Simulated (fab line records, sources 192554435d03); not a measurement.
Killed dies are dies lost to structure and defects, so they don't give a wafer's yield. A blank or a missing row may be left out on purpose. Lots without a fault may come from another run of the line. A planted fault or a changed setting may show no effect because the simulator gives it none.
Which tool did it? | flow n5_finfet | 12 lots, 36 wafers sampled, at 6 steps of a route of 1938

WHAT THE GAUGES READ, wafer by wafer
N5_DUMMY_GATE_CD_MEAS_15: target cd 25.8 nm.
lot  | measured    | on        | cd_nm (nm)
L075 | day 3 09:41 | cd_sem-02 | 25.08 25.10 25.11
L077 | day 3 19:35 | cd_sem-01 | 24.71 24.69 24.75
L079 | day 4 04:23 | cd_sem-02 | 24.82 24.79 25.04
L081 | day 4 16:30 | cd_sem-03 | 25.17 24.90 25.20
L083 | day 5 04:12 | cd_sem-02 | 24.63 24.88 24.88
L085 | day 5 17:42 | cd_sem-02 | 24.88 25.30 24.98
L087 | day 6 04:34 | cd_sem-01 | 25.34 25.13 25.35
L089 | day 6 16:55 | cd_sem-03 | 24.98 25.07 25.06
L091 | day 7 04:07 | cd_sem-03 | 25.27 25.42 25.10
L093 | day 7 15:17 | cd_sem-03 | 25.28 25.22 24.99
L095 | day 8 03:50 | cd_sem-02 | 25.48 25.41 25.10
L097 | day 8 17:02 | cd_sem-02 | 25.19 25.19 25.09

WHICH TOOL RAN EACH LOT (tool, then ch and the chambers of the sampled wafers, then the start)
lot  | N5_ZERO_LAYER_ETCH_18           | N5_FIN_SAQP_RECESS_75             | N5_FIN_SAQP_MANDREL1_REMOVE_56  | N5_FIN_SAQP_ETCH_67               | N5_FIN_CUT_ETCH_21
L075 | rie_si-01 ch 1,2,3, day 1 19:38 | vapor_etch-01 ch 0,1, day 2 07:01 | rie_si-01 ch 1,3, day 2 08:05   | rie_diel-01 ch 1,2, day 2 08:59   | rie_diel-06 ch 0,1,3, day 2 11:07
L077 | rie_si-05 ch 0,1,3, day 2 07:44 | vapor_etch-02 ch 0,1, day 2 19:31 | rie_si-02 ch 0,1,3, day 2 20:51 | rie_diel-03 ch 0,1,2, day 2 21:46 | rie_diel-06 ch 0,2, day 3 00:34
L079 | rie_si-01 ch 0,2, day 2 19:03   | vapor_etch-02 ch 0,1, day 3 05:21 | rie_si-05 ch 1,3, day 3 07:10   | rie_diel-01 ch 1,3, day 3 08:03   | rie_diel-06 ch 0,1,2, day 3 09:55
L081 | rie_si-01 ch 1,3, day 3 06:56   | vapor_etch-02 ch 0,1, day 3 17:08 | rie_si-02 ch 0,1, day 3 18:41   | rie_diel-03 ch 0,2,3, day 3 19:38 | rie_diel-02 ch 2,3, day 3 21:38
L083 | rie_si-01 ch 1,3, day 3 18:55   | vapor_etch-02 ch 0,1, day 4 05:48 | rie_si-02 ch 1,2, day 4 07:00   | rie_diel-01 ch 0,2, day 4 07:58   | rie_diel-06 ch 0,2,3, day 4 09:50
L085 | rie_si-05 ch 0,3, day 4 06:47   | vapor_etch-02 ch 0,1, day 4 17:23 | rie_si-01 ch 0,1,2, day 4 18:49 | rie_diel-01 ch 0,1, day 4 19:53   | rie_diel-02 ch 0,1, day 4 22:16
L087 | rie_si-02 ch 1,2,3, day 4 18:55 | vapor_etch-01 ch 0,1, day 5 04:56 | rie_si-01 ch 0,2, day 5 06:08   | rie_diel-03 ch 1,2,3, day 5 07:01 | rie_diel-05 ch 0,2, day 5 08:56
L089 | rie_si-01 ch 1,2, day 5 07:23   | vapor_etch-01 ch 0,1, day 5 18:05 | rie_si-02 ch 0,2,3, day 5 19:10 | rie_diel-04 ch 2,3, day 5 20:07   | rie_diel-02 ch 0,2,3, day 5 22:32
L091 | rie_si-05 ch 1,2,3, day 5 18:58 | vapor_etch-02 ch 1, day 6 04:53   | rie_si-01 ch 1,2, day 6 06:32   | rie_diel-04 ch 1,3, day 6 07:27   | rie_diel-05 ch 2,3, day 6 09:38
L093 | rie_si-02 ch 0,1,3, day 6 07:02 | vapor_etch-01 ch 0,1, day 6 16:38 | rie_si-01 ch 0,1,2, day 6 18:06 | rie_diel-04 ch 0,1, day 6 19:06   | rie_diel-06 ch 1,2,3, day 6 21:07
L095 | rie_si-02 ch 0,2, day 6 18:49   | vapor_etch-01 ch 0,1, day 7 05:20 | rie_si-05 ch 0,2, day 7 06:32   | rie_diel-04 ch 0,3, day 7 07:25   | rie_diel-06 ch 2,3, day 7 09:17
L097 | rie_si-01 ch 1,2,3, day 7 07:07 | vapor_etch-01 ch 0,1, day 7 16:53 | rie_si-01 ch 0,1,3, day 7 19:09 | rie_diel-03 ch 0,1,3, day 7 20:10 | rie_diel-06 ch 0,2,3, day 7 22:03
- N5_ZERO_LAYER_ETCH_18: etches Si in HBr/Cl2, target depth 120 nm, time 40 s.
- N5_FIN_SAQP_RECESS_75: chemistry HF/NH3, target SiO2, target depth 14.4 nm, afs cycles 3, sublimation time 60 s.
- N5_FIN_SAQP_MANDREL1_REMOVE_56: chemistry HBr/Cl2/O2, target a-Si, stops on SiNx, bt time 10 s.
- N5_FIN_SAQP_ETCH_67: etches SiNx in CH3F/O2, target depth 30 nm.
- N5_FIN_CUT_ETCH_21: etches SOC in N2/H2, target depth 219 nm, overetch 43.8 nm, time 523.5 s.

THE ANSWER, worked out from the rows above alone
Rule: what is usual is taken from the lots themselves. Put in order of their means at a reading, lots are off if they are a third of the lots or fewer, leave a main group of 4 or more, and stand apart from it by a gap of 3 or more times the standard deviation of the main group's means; of several such gaps the widest counts. A main group whose means are all the same, to the digits that the tables above print for the reading, isn't used. A lot without any number at a reading at which 4 lots or more have one is off too. The other lots that the step has rows for count as sound.
No lot is off at any reading shown: from this, nothing can be told.

WHAT THE SIMULATOR HAD PUT IN
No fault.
